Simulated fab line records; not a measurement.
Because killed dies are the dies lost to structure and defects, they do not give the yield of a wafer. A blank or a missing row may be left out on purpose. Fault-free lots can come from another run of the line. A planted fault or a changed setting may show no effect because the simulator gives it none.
fab line records    flow n5Finfet
record lots=10  wafers=27  lastDay=17
route steps=1938 shown BEOL_M1@825 BEOL_M4@1111 PASSIVATION@1936
lots with no fault: from the same line, run without faults
startH: hours from the record's first day to the start of the lot's first wafer shown    waitH: how many hours have passed since the lot's step before this one    " as in the row above    L1.1+2: several wafers, shown together as one row    - value missing, or start not given    * or withheld: withheld    < > ~ a bound
route shown NAME@n: names a module that has steps shown in the file, with the first one's number in the route    usual: mean/standard deviation taken from wafers without a fault    same: alike in all rows    chamber/n: place in a boat    sites: readings site by site    _std_site: standard deviation across them    _edge_site: inner sites' mean taken away from outer sites' mean    radiusMm: for every site, how far away it sits from the centre of the wafer    mask NAME#n: copy n    behind: the tool/chamber that last shaped the wafer    hold: reason for holding the lot/hours on hold/outcome of the hold    device: which transistor (n, p or np) failed to switch    end of line: the route-end tests of the same wafers    a step without rows: its recipe alone    killed: dies lost to structure and defects at the first sort, not the wafer's yield    map: per-die view of a wafer (x killed, . not killed, _ where there is no die)
set.NAME: the setting as run; set.NAME@STEP: as run at that earlier step    model.NAME: the simulator's own value behind a step, which no gauge read
one table for each step of the route and one row for each wafer, over a sample of lots
services: a tool's chamber out of use, with start hour (startH, from the record's first day; less than 0 if before it), hours out, and reason
## steps
# step N5_BEOL_M1_ANNEAL_91
# recipe tempC=400  timeS=240  ambient=vacuum
# usual heaterPowerW=818/68  susceptorTempC=399.99/0.22
lot.wafer  tool           chamber  startH  waitH  heaterPowerW  susceptorTempC
L947.2     pvdSputter-02  -        143.58  0.0    893           400.00
L947.3     "              -        "       "      781           400.01
L947.4     "              -        "       "      834           400.23
L949.2     pvdSputter-02  -        147.02  0.0    831           400.29
L949.4     "              -        "       "      794           400.49
L949.5     "              -        "       "      811           399.98
L952.1     pvdSputter-02  -        166.77  0.0    847           399.82
L952.5     "              -        "       "      845           400.23
L952.6     "              -        "       "      864           399.88
L962.3     pvdSputter-02  -        222.84  0.0    789           399.65
L962.6     "              -        "       "      852           399.88
L964.1     pvdSputter-02  -        240.87  0.0    808           400.07
L964.6     "              -        "       "      852           400.25
L965.2     pvdSputter-01  -        243.73  0.0    913           399.95
L965.4     "              -        "       "      878           399.93
L965.6     "              -        "       "      836           400.14
L966.1     pvdSputter-01  -        246.41  0.0    689           400.00
L966.2     "              -        "       "      866           399.85
L966.6     "              -        "       "      706           400.00
L967.1     pvdSputter-01  -        251.07  0.0    874           399.92
L967.5     "              -        "       "      918           400.06
L968.1     pvdSputter-03  -        262.81  0.0    878           399.88
L968.2     "              -        "       "      634           400.51
L968.6     "              -        "       "      731           400.16
L969.1     pvdSputter-02  -        269.37  0.0    795           399.88
L969.3     "              -        "       "      843           399.78
L969.5     "              -        "       "      784           399.75
# step N5_BEOL_M1_ANNEAL_95
# recipe tempC=400  timeS=240  ambient=vacuum
# usual heaterPowerW=819/68  susceptorTempC=400.04/0.21
lot.wafer  tool           chamber  startH  waitH  heaterPowerW  susceptorTempC
L947.2     pvdSputter-02  -        144.02  0.0    882           399.90
L947.3     "              -        "       "      819           399.68
L947.4     "              -        "       "      861           400.33
L949.2     pvdSputter-02  -        147.46  0.0    821           400.03
L949.4     "              -        "       "      782           400.01
L949.5     "              -        "       "      823           400.06
L952.1     pvdSputter-02  -        167.21  0.0    858           400.13
L952.5     "              -        "       "      845           400.23
L952.6     "              -        "       "      862           399.99
L962.3     pvdSputter-02  -        223.33  0.0    806           400.24
L962.6     "              -        "       "      832           400.14
L964.1     pvdSputter-02  -        241.31  0.0    810           399.91
L964.6     "              -        "       "      848           400.34
L965.2     pvdSputter-01  -        244.17  0.0    898           399.74
L965.4     "              -        "       "      900           400.21
L965.6     "              -        "       "      844           400.20
L966.1     pvdSputter-01  -        246.85  0.0    687           400.10
L966.2     "              -        "       "      896           399.74
L966.6     "              -        "       "      702           399.82
L967.1     pvdSputter-01  -        251.51  0.0    865           399.99
L967.5     "              -        "       "      896           399.73
L968.1     pvdSputter-03  -        263.25  0.0    890           399.84
L968.2     "              -        "       "      640           399.61
L968.6     "              -        "       "      733           400.10
L969.1     pvdSputter-02  -        269.81  0.0    810           399.68
L969.3     "              -        "       "      824           400.16
L969.5     "              -        "       "      786           399.83
# step N5_BEOL_M1_CMP_52
# recipe stopOn=SiOC  tOverpolishS=6.8  downForcePsi=1  platenRpm=50  clearingPlatenDownForcePsi=1.5  clearingPlatenRpm=50  postCmpClean=cuAlkaline  targetThkNm=40  clearingPlatenPadVelocityMS=0.99484  padVelocityMS=0.99484
# usual barrierFieldEndpointS=24.8/0.68  headPressurePsi=1.0004/0.0021  motorCurrentA=5.9/0.77  overpolishRunS=6.800/0.0087  timeToEndpointS=63/3.4
lot.wafer  tool    chamber  startH  waitH  barrierFieldEndpointS  headPressurePsi  motorCurrentA  overpolishRunS  timeToEndpointS
L947.4     cmp-03  3        144.65  0.1    24.2                   0.9978           5.1            6.805           66
L947.2     "       0        "       "      23.7                   1.0028           6.2            6.804           65
L947.3     "       1        "       "      24.9                   0.9991           5.5            6.813           66
L949.4     cmp-03  1        148.40  0.2    25.0                   0.9997           5.3            6.795           67
L949.2     "       2        "       "      24.0                   0.9992           6.2            6.804           62
L949.5     "       1        "       "      25.7                   1.0005           5.4            6.810           64
L952.1     cmp-03  0        167.95  0.4    24.9                   1.0010           6.3            6.810           65
L952.6     "       1        "       "      41.2                   1.0058           5.2            0.032           82
L952.5     "       2        "       "      25.7                   0.9998           6.5            6.801           69
L962.3     cmp-04  2        224.03  0.2    24.0                   0.9990           5.8            6.803           56
L962.6     "       1        "       "      24.3                   1.0050           6.4            6.784           58
L964.1     cmp-04  1        242.01  0.3    25.6                   1.0010           6.2            6.800           64
L964.6     "       1        "       "      26.1                   1.0045           5.8            6.798           64
L965.2     cmp-01  0        244.81  0.2    24.5                   0.9998           6.1            6.806           64
L965.4     "       2        "       "      25.0                   0.9986           8.2            6.793           60
L965.6     "       0        "       "      25.5                   1.0003           6.3            6.808           65
L966.1     cmp-03  3        247.52  0.3    24.2                   0.9992           5.4            6.799           67
L966.2     "       0        "       "      24.7                   0.9984           6.0            6.796           62
L966.6     "       2        "       "      25.3                   0.9983           6.7            6.809           66
L967.1     cmp-01  1        252.22  0.3    23.7                   1.0013           5.8            6.798           53
L967.5     "       3        "       "      24.2                   0.9998           5.3            6.804           58
L968.1     cmp-03  2        263.92  0.3    24.1                   0.9982           6.2            6.804           61
L968.2     "       0        "       "      24.4                   0.9993           5.9            6.815           59
L968.6     "       1        "       "      24.1                   1.0044           5.2            6.805           61
L969.3     cmp-04  2        270.44  0.2    24.8                   0.9984           6.2            6.804           62
L969.1     "       0        "       "      23.9                   1.0026           5.8            6.793           62
L969.5     "       3        "       "      25.7                   1.0011           5.1            6.806           67
# step N5_BEOL_M1_THK_MEAS_53
# recipe thkMeasGauge=xrf  reads=Cu_of_BEOL_M1_ECD_50
# usual M1_THK=38.7/1.6
lot.wafer  tool          chamber  startH  waitH  M1_THK[nm]
L947.2     filmMetro-02  -        144.94  -      37.7
L947.3     "             -        "       "      40.3
L947.4     "             -        "       "      41.0
L949.2     filmMetro-02  -        148.66  -      38.1
L949.4     "             -        "       "      38.4
L949.5     "             -        "       "      36.8
L952.1     filmMetro-02  -        168.13  -      36.9
L952.5     "             -        "       "      40.1
L952.6     "             -        "       "      140.3
L962.3     filmMetro-01  -        224.29  -      38.3
L962.6     "             -        "       "      40.2
L964.1     filmMetro-01  -        242.30  -      39.2
L964.6     "             -        "       "      38.1
L965.2     filmMetro-01  -        245.10  -      38.3
L965.4     "             -        "       "      37.3
L965.6     "             -        "       "      41.2
L966.1     filmMetro-01  -        247.77  -      39.3
L966.2     "             -        "       "      37.4
L966.6     "             -        "       "      37.6
L967.1     filmMetro-01  -        252.44  -      35.9
L967.5     "             -        "       "      37.3
L968.1     filmMetro-02  -        264.18  -      37.5
L968.2     "             -        "       "      37.5
L968.6     "             -        "       "      39.4
L969.1     filmMetro-01  -        270.74  -      39.3
L969.3     "             -        "       "      41.3
L969.5     "             -        "       "      41.6
# step N5_BEOL_M1_INSPECT_59
# recipe inspectInstrument=darkfield  mode=postDep
# usual rawDefectCount=72/22
lot.wafer  tool              chamber  startH  waitH  rawDefectCount
L947.2     defectInspect-01  -        145.23  0.0    73
L947.3     "                 -        "       "      80
L947.4     "                 -        "       "      49
L949.2     defectInspect-01  -        148.94  0.0    57
L949.4     "                 -        "       "      67
L949.5     "                 -        "       "      73
L952.1     defectInspect-01  -        168.42  0.0    103
L952.5     "                 -        "       "      85
L952.6     "                 -        "       "      1499
L962.3     defectInspect-01  -        224.61  0.0    77
L962.6     "                 -        "       "      84
L964.1     defectInspect-01  -        242.61  0.0    82
L964.6     "                 -        "       "      45
L965.2     defectInspect-01  -        245.70  0.0    58
L965.4     "                 -        "       "      106
L965.6     "                 -        "       "      65
L966.1     defectInspect-01  -        248.06  0.0    30
L966.2     "                 -        "       "      43
L966.6     "                 -        "       "      58
L967.1     defectInspect-01  -        252.75  0.0    43
L967.5     "                 -        "       "      43
L968.1     defectInspect-01  -        264.46  0.0    69
L968.2     "                 -        "       "      57
L968.6     "                 -        "       "      69
L969.1     defectInspect-02  -        271.02  0.0    68
L969.3     "                 -        "       "      101
L969.5     "                 -        "       "      69
# step N5_BEOL_M4_RC_MEAS_101
# usual DIBL_N=36.1/1.5  DIBL_P=36.1/1.9  IOFF_N=0.159/0.029  IOFF_P=0.21/0.038  ION_N=675/11  ION_P=464/8.1  SS_N=71.5/0.57  SS_P=73.3/0.64  VT_N=249/3.1  VT_P=-250/3.8
lot.wafer  tool       chamber  startH  waitH  DIBL_N[mV/V]  DIBL_P[mV/V]  IOFF_N[nA/um]  IOFF_P[nA/um]  ION_N[uA/um]  ION_P[uA/um]  SS_N[mV/dec]  SS_P[mV/dec]  VT_N[mV]  VT_P[mV]
L947.2     prober-01  0        174.34  0.2    36.9          35.9          0.156          0.20           667           456           71.5          72.8          250       -250
L947.3     "          0        "       "      36.2          35.2          0.148          0.19           675           457           71.4          73.0          251       -252
L947.4     "          0        "       "      36.3          34.8          0.152          0.18           658           453           71.5          72.6          253       -252
L949.2     prober-01  0        177.54  0.2    37.8          37.3          0.161          0.24           666           464           71.8          73.8          249       -246
L949.4     "          0        "       "      35.9          34.2          0.137          0.19           672           462           72.3          72.5          250       -249
L949.5     "          0        "       "      36.7          36.4          0.148          0.22           654           454           71.5          73.3          253       -247
L952.1     prober-02  0        199.70  0.0    38.1          37.4          0.169          0.23           670           461           72.0          73.6          250       -250
L952.5     "          0        "       "      36.5          35.2          0.151          0.20           679           469           71.3          73.0          249       -250
L962.3     prober-01  0        266.64  0.3    32.5          32.2          0.111          0.17           667           464           70.8          72.5          253       -254
L962.6     "          0        "       "      35.7          35.1          0.150          0.21           663           458           71.1          73.2          249       -248
L964.1     prober-01  0        274.06  0.0    35.3          36.4          0.159          0.21           688           463           72.2          73.5          248       -249
L964.6     "          0        "       "      37.3          39.1          0.206          0.26           689           468           72.0          74.1          244       -247
L965.2     prober-01  0        276.85  0.2    36.9          39.4          0.195          0.25           675           465           71.8          74.3          247       -247
L965.4     "          0        "       "      36.9          39.2          0.187          0.23           673           463           72.0          74.5          249       -252
L965.6     "          0        "       "      36.4          38.2          0.174          0.22           671           462           72.4          74.7          250       -248
L966.1     prober-01  0        281.30  0.0    37.1          36.9          0.177          0.26           686           476           72.1          73.8          245       -245
L966.2     "          0        "       "      36.9          37.2          0.184          0.28           691           481           71.4          73.1          248       -241
L966.6     "          0        "       "      38.5          39.3          0.213          0.31           702           479           72.2          73.5          244       -241
L967.1     prober-02  0        300.63  0.0    35.6          36.6          0.159          0.20           674           456           71.3          72.6          247       -252
L967.5     "          0        "       "      34.5          34.6          0.131          0.17           664           456           71.1          73.1          252       -255
L968.1     prober-02  0        306.03  0.0    37.1          37.1          0.173          0.30           677           479           71.4          73.3          246       -241
L968.2     "          0        "       "      37.5          37.7          0.192          0.32           689           481           72.1          73.7          247       -242
L968.6     "          0        "       "      37.6          37.6          0.198          0.31           686           473           72.0          74.3          245       -244
L969.1     prober-01  0        321.45  0.0    36.2          36.8          0.181          0.23           684           469           71.1          73.3          247       -247
L969.3     "          0        "       "      36.6          36.4          0.180          0.23           680           468           70.9          72.5          246       -248
L969.5     "          0        "       "      34.8          36.0          0.168          0.23           686           473           71.5          73.6          244       -247
# step N5_PASSIVATION_PROBE_49
# usual defectLimitedYield=91.5/1.6  killed_at_M0_to_M3=33/10  killed_at_M4_up=13/5.6  killedAtContacts=13/6  killedAtFrontEnd=39/12  killedAtOther=3.0/2.8  killedDies=101/19  killedOnRim=13/4  killedOpen=65/13  killedShort=32/8.3  sort_bin_5_function=5.0/1  sort_bin_6_memory=3.1/0.69  sortNPass=1079/19  sortYieldPct=91.5/1.6
# same grossDies=1180  killedAtBackSide=0  sort_bin_4_leakage[%]=0  sort_bin_8_speed[%]=0
lot.wafer  tool       chamber  startH  waitH  defectLimitedYield[%]  killed_at_M0_to_M3  killed_at_M4_up  killedAtContacts  killedAtFrontEnd  killedAtOther  killedDies  killedOnRim  killedOpen  killedShort  sort_bin_5_function[%]  sort_bin_6_memory[%]  sortNPass  sortYieldPct[%]
L952.1     prober-01  -        311.45  0.0    91.5                   22                  11               9                 55                3              100         11           55          42           4.8                     3.1                   1080       91.5
L952.5     prober-01  -        311.65  0.2    90.7                   30                  6                14                45                15             110         10           75          32           5.8                     3.1                   1070       90.7
L952.6     prober-01  -        311.70  0.3    0                      1107                3                14                55                1              1180        152          55          32           4.2                     2.9                   0          0
L964.1     prober-01  -        376.89  0.0    94.5                   35                  5                2                 23                0              65          9            50          14           3.1                     2.3                   1115       94.5
L964.6     prober-01  -        377.14  0.3    94.8                   26                  8                2                 22                3              61          10           38          23           3.1                     1.9                   1119       94.8
L966.1     prober-02  -        380.59  0.0    90.3                   45                  15               14                36                5              115         7            77          29           5.9                     3.2                   1065       90.3
L966.2     prober-02  -        380.64  0.1    90.8                   27                  15               24                33                10             109         18           76          31           6.4                     2.7                   1071       90.8
L966.6     prober-02  -        380.84  0.3    88.7                   62                  8                25                32                6              133         20           94          39           6.3                     4.4                   1047       88.7
L965.2     prober-01  -        381.31  0.1    91.1                   32                  10               11                50                2              105         12           54          41           5.0                     3.0                   1075       91.1
L965.4     prober-01  -        381.41  0.2    92.8                   34                  12               11                25                3              85          14           49          32           3.3                     3.5                   1095       92.8
L965.6     prober-01  -        381.51  0.3    91.6                   40                  8                13                35                3              99          10           66          28           5.3                     2.8                   1081       91.6
# killed by level:class
L952.1 FIN_SAQP:geometricParticle:open=11 GATE_CUT:geometricParticle:short=9 FIN_SAQP:geometricParticle:short=8 STI_FIN_REVEAL:geometricParticle:open=7 GATE_CUT:geometricParticle:open=6 MOL_CONTACT_COAG:geometricParticle:open=6 BEOL_M0_SAQP:geometricParticle:short=4 BEOL_M0_SAQP:geometricParticle:open=4
L952.5 FIN_SAQP:geometricParticle:open=14 MOL_CONTACT_COAG:geometricParticle:open=12 FIN_SAQP:geometricParticle:short=10 PASS1_CAP:geometricParticle:open=10 BEOL_M3:geometricParticle:open=8 BEOL_M1:geometricParticle:open=6 BEOL_M2:geometricParticle:open=6 GATE_CUT:geometricParticle:short=5
L952.6 BEOL_M1:areaCmp=1091 GATE_CUT:geometricParticle:short=14 FIN_SAQP:geometricParticle:open=12 MOL_CONTACT_COAG:geometricParticle:open=11 STI_FIN_REVEAL:geometricParticle:open=8 BEOL_M1:geometricParticle:open=5 FIN_SAQP:geometricParticle:short=4 DUMMY_GATE:geometricParticle:open=4
L964.1 BEOL_M2:geometricParticle:open=12 BEOL_M0_SAQP:geometricParticle:open=9 BEOL_M0_SAQP:geometricParticle:short=5 BEOL_M1:geometricParticle:open=5 STI_FIN_REVEAL:geometricParticle:open=4 DUMMY_GATE:geometricParticle:open=4 GATE_CUT:geometricParticle:short=4 FIN_SAQP:geometricParticle:open=3
L964.6 BEOL_M2:geometricParticle:open=8 BEOL_M3:geometricParticle:open=7 STI_FIN_REVEAL:geometricParticle:open=4 BEOL_M3:geometricParticle:short=4 FIN_SAQP:geometricParticle:short=3 BEOL_M4:geometricParticle:open=3 FIN_SAQP:geometricParticle:open=2 DUMMY_GATE:geometricParticle:short=2
L966.1 MOL_CONTACT_COAG:geometricParticle:open=12 BEOL_M0_SAQP:geometricParticle:open=11 FIN_SAQP:geometricParticle:open=7 STI_FIN_REVEAL:geometricParticle:open=7 BEOL_M1:geometricParticle:open=7 GATE_CUT:geometricParticle:short=6 BEOL_M0_SAQP:geometricParticle:short=6 BEOL_M3:geometricParticle:open=6
L966.2 MOL_CONTACT_COAG:geometricParticle:open=21 STI_FIN_REVEAL:geometricParticle:open=9 BEOL_M4:geometricParticle:open=8 BEOL_M3:geometricParticle:open=7 BEOL_M1:geometricParticle:open=6 BEOL_M3:geometricParticle:short=5 FIN_SAQP:geometricParticle:open=4 FIN_SAQP:geometricParticle:short=3
L966.6 MOL_CONTACT_COAG:geometricParticle:open=21 BEOL_M3:geometricParticle:open=18 BEOL_M1:geometricParticle:open=15 STI_FIN_REVEAL:geometricParticle:open=13 BEOL_M0_SAQP:geometricParticle:short=9 BEOL_M0_SAQP:geometricParticle:open=7 BEOL_M2:geometricParticle:open=7 BEOL_M3:geometricParticle:short=5
L965.2 FIN_SAQP:geometricParticle:short=16 MOL_CONTACT_COAG:geometricParticle:open=10 BEOL_M0_SAQP:geometricParticle:open=7 FIN_SAQP:geometricParticle:open=6 BEOL_M0_SAQP:geometricParticle:short=6 STI_FIN_REVEAL:geometricParticle:open=5 ILD0:geometricParticle:short=5 BEOL_M3:geometricParticle:open=5
L965.4 MOL_CONTACT_COAG:geometricParticle:open=8 BEOL_M3:geometricParticle:open=8 BEOL_M0_SAQP:geometricParticle:short=7 BEOL_M1:geometricParticle:open=7 BEOL_M2:geometricParticle:open=6 STARTING-WAFER:geometricParticle:short=6 BEOL_M0_SAQP:geometricParticle:open=4 FIN_SAQP:geometricParticle:open=3
L965.6 BEOL_M2:geometricParticle:open=13 MOL_CONTACT_COAG:geometricParticle:open=9 BEOL_M0_SAQP:geometricParticle:open=8 FIN_SAQP:geometricParticle:open=6 FIN_SAQP:geometricParticle:short=6 BEOL_M3:geometricParticle:open=6 STI_FIN_REVEAL:geometricParticle:open=5 GATE_CUT:geometricParticle:short=5
## services
tool    chamber  startH  hours  kind
cmp-04  -        122.01  12.8   pm
cmp-03  -        133.43  6.7    pm
cmp-04  -        136.94  7.0    pm
cmp-01  -        160.58  1.5    repair
cmp-04  -        164.11  1.0    repair
cmp-03  -        178.06  4.0    pm
cmp-01  -        179.65  4.0    pm
cmp-03  -        182.06  -      consumableReplace:conditioner
cmp-03  -        182.06  -      consumableReplace:pad
cmp-04  -        182.35  0.4    repair
cmp-01  -        183.65  -      consumableReplace:conditioner
cmp-01  -        183.65  -      consumableReplace:pad
cmp-04  -        189.92  0.3    repair
cmp-01  -        202.18  2.4    repair
cmp-04  -        203.12  2.8    repair
cmp-01  -        230.19  4.0    pm
cmp-04  -        245.69  4.0    pm
cmp-04  -        249.69  -      consumableReplace:conditioner
cmp-04  -        249.69  -      consumableReplace:pad
## key
firstSign step=N5_BEOL_M1_CMP_52  reading=overpolishRunS  direction=down  sigmas=99+  usual=6.800  struck=0.032
effect step=N5_BEOL_M1_CMP_52  reading=barrierFieldEndpointS  direction=up  sigmas=24  usual=24.8  struck=41.2
effect step=N5_BEOL_M1_THK_MEAS_53  reading=M1_THK  direction=up  sigmas=63  usual=38.7  struck=140.3
effect step=N5_BEOL_M1_INSPECT_59  reading=rawDefectCount  direction=up  sigmas=65  usual=72  struck=1499
effect step=N5_PASSIVATION_PROBE_49  reading=killed_at_M0_to_M3  direction=up  sigmas=99+  usual=33  struck=1107
moreKillsBornAt N5_BEOL_M1_CMP_52@cmp-03=1091
metAt N5_BEOL_M1_CMP_52
struckLots L952
struckWafers L952.6
laterRowsLeftOut L952.6
notActingAt N5_BEOL_M1_ANNEAL_91,N5_BEOL_M1_ANNEAL_95
onsetBetween 148.40 167.95
fault kind=processParameterDrift  tool=cmp-03  chamber=1  onsetH=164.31  steps=N5_BEOL_M1_CMP_52  channel=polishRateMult  offset=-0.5  shape=step  endH=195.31
# laterRowsLeftOut: the simulator's readings of these wafers behind a module that went badly wrong aren't trusted and aren't shown, but for the sort
